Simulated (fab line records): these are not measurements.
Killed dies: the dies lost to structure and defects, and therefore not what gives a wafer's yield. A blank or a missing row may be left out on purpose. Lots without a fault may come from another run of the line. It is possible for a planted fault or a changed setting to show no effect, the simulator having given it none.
Split-lot trial    flow n5-finfet    7 lots, 21 wafers read, on a route of 1938 steps

== ON THE SPLIT ==
At N5_PMOS_HMC_CHANNEL_EPI_DESCUM_14 (chemistry O2, time 7.9 s), the setting time-s was moved away from the recipe's 7.9 s on 6 of the 21 wafers read, by -22.2% to +13.9%. All remaining wafers had this setting at the recipe value.

The reading is taken at the split's own step.

== THE READING ==
CAR-ArF-block_of_PMOS_HMC_CHANNEL_EPI_COAT_03.thk-nm (the simulator's own value, which no gauge read), in nm, at N5_PMOS_HMC_CHANNEL_EPI_DESCUM_14 (chemistry O2, time 7.9 s). No usual value for it is given in the file. Here, 15 wafers ran the recipe; their average is 198.2 nm with a standard deviation of 0.44 nm.

wafer   tool, chamber at the split  time-s as run, s  against the recipe  CAR-ArF-block_of_PMOS_HMC_CHANNEL_EPI_COAT_03.thk-nm, nm  against lot-mates on the recipe
L074.1  rie-diel-03, 3              7.9               recipe              198.3                                                     -
L074.3  rie-diel-03, 0              6.275             -20.6%              199.3                                                     +1.2
L074.5  rie-diel-03, 3              7.9               recipe              197.9                                                     -
L077.3  rie-diel-01, 3              7.9               recipe              197.7                                                     -
L077.4  rie-diel-01, 3              6.147             -22.2%              199.2                                                     +1.1
L077.5  rie-diel-01, 0              7.9               recipe              198.4                                                     -
L081.3  rie-diel-01, 3              8.997             +13.9%              197                                                       -1.5
L081.5  rie-diel-01, 0              7.9               recipe              198.5                                                     -
L081.6  rie-diel-01, 1              7.9               recipe              198.5                                                     -
L085.3  rie-diel-05, 3              7.9               recipe              198                                                       -
L085.4  rie-diel-05, 1              7.9               recipe              197.5                                                     -
L085.5  rie-diel-05, 3              7.9               recipe              197.6                                                     -
L089.1  rie-diel-01, 3              6.304             -20.2%              199.8                                                     +1.6
L089.3  rie-diel-01, 1              7.9               recipe              198.5                                                     -
L089.5  rie-diel-01, 3              7.9               recipe              198                                                       -
L093.2  rie-diel-03, 0              7.9               recipe              199.1                                                     -
L093.5  rie-diel-03, 0              7.9               recipe              198.2                                                     -
L093.6  rie-diel-03, 1              7.9               recipe              198.9                                                     -
L096.1  rie-diel-01, 0              7.9               recipe              198.4                                                     -
L096.2  rie-diel-01, 2              8.979             +13.7%              197.4                                                     -1.0
L096.5  rie-diel-01, 3              8.979             +13.7%              197.8                                                     -0.6

THE FIT
A straight line over all 21 wafers: CAR-ArF-block_of_PMOS_HMC_CHANNEL_EPI_COAT_03.thk-nm changes by -0.058 nm for each +1% of time-s; r = -0.80; the points scatter about the line by 0.43 nm.
The same after taking each lot's own level away (the mean of its wafers on the recipe; 21 wafers): -0.0661 nm for each +1%; r = -0.91; scatter 0.29 nm.
The reading moves by 1.5 nm for the largest change in time-s, on that fit.
Measured against the standard deviation above, the lots' own levels, which go from 197.70 to 198.73 nm, span 2.3 times it.
So the lot-to-lot level changes the slope: the two fits differ.
Check: for one of the wafers moved furthest among these (-22.2%), held out of the fit, the line's prediction against its lot-mates is +1.55 nm. It came out at +1.15 nm against them.

== THESE WAFERS: OTHER SPLITS ==
Before the reading, these wafers also passed through other splits. Each is held against what the fit with the lots' levels taken away leaves over:
other split on the same wafers             wafers away from the commonest value  r with CAR-ArF-block_of_PMOS_HMC_CHANNEL_EPI_COAT_03.thk-nm (lot level and that fit taken away)
N5_PMOS_HMC_CHANNEL_EPI_PEB_07 peb-time-s  6                                     -0.07

== FILE'S OWN FIT ==
CAR-ArF-block_of_PMOS_HMC_CHANNEL_EPI_COAT_03.thk-nm changes by -0.0667 nm for each +1% of time-s, r = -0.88.
